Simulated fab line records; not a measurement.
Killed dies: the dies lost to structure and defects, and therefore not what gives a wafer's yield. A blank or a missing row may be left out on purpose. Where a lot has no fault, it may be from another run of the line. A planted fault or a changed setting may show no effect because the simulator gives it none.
The tool behind it: which one? -- flow nand_harc -- 7 lots, 21 wafers sampled, at 3 steps of a route of 1159

## WHAT EACH GAUGE READ, for each wafer
NHARC_END_SORT_01.
lot,measured,on,killed_dies
L429,day 19 14:54,prober-02,29 31 24
L432,day 21 07:56,prober-02,25 31 27
L434,day 21 07:10,prober-01,40 47 57
L436,day 23 05:22,prober-01,677 677 677
L438,day 22 17:56,prober-02,35 38 36
L443,day 23 17:43,prober-02,677 677 677
L447,day 24 21:51,prober-02,23 18 14

## TOOL THAT RAN EACH LOT (tool first, then ch and the chambers of the sampled wafers, then the start)
lot,NHARC_A_ZERO_WELL_ETCH_13,NHARC_A_CHANNEL_HOLE_D1_DEP_00
L429,"rie_si-03 ch 0,1,2, day 7 07:40","acl_dep-01 ch 0, day 8 20:53"
L432,"rie_si-05 ch 0,1,2, day 8 04:39","acl_dep-02 ch 0, day 9 17:20"
L434,"rie_si-03 ch 0,1,2, day 8 13:44","acl_dep-01 ch 0, day 10 02:38"
L436,"rie_si-04 ch 0,1,3, day 8 20:41","acl_dep-02 ch 0, day 10 10:38 and acl_dep-01 ch 0, day 10 13:11"
L438,"rie_si-04 ch 0,2,3, day 9 23:53","acl_dep-03 ch 0, day 11 12:35"
L443,"rie_si-05 ch 1,2,3, day 10 18:37","acl_dep-01 ch 0, day 12 08:34 and acl_dep-03 ch 0, day 12 11:23"
L447,"rie_si-04 ch 0,3, day 11 18:39","acl_dep-03 ch 0, day 13 06:44"
- NHARC_A_ZERO_WELL_ETCH_13: etches the open film in HBr/Cl2, target depth 120 nm, time 40.1 s.
- NHARC_A_CHANNEL_HOLE_D1_DEP_00: deposits aC, target thk 3100 nm.

## THE ANSWER, worked out from the rows above alone
Rule: the usual values come from the lots themselves. Put in order of their means at a reading, lots are off if they are a third of the lots or fewer, leave a main group of 4 or more, and stand apart from it by a gap of 3 or more times the standard deviation of the main group's means; of several such gaps the widest counts. The tables above print the reading to a certain number of digits; a main group whose means all agree to those digits is not used. A lot without any number at a reading at which 4 lots or more have one is off too. The other lots that the step has rows for count as sound.
Off: L436, L443 (NHARC_END_SORT_01, killed_dies). Main group: mean 32, sd 10.
If a tool, at a process step before that reading, ran all the lots that are off and no sound lot after the first of them, it fits. Those tools and the gauges at NHARC_END_SORT_01 are tried in the same way. One fits: acl_dep-01 at NHARC_A_CHANNEL_HOLE_D1_DEP_00. A fault onset in the window from L434 (day 10 02:38, its last sound lot) to L436 (day 10 13:11, its first lot off) fits.

## WHAT THE SIMULATOR HAD PUT IN
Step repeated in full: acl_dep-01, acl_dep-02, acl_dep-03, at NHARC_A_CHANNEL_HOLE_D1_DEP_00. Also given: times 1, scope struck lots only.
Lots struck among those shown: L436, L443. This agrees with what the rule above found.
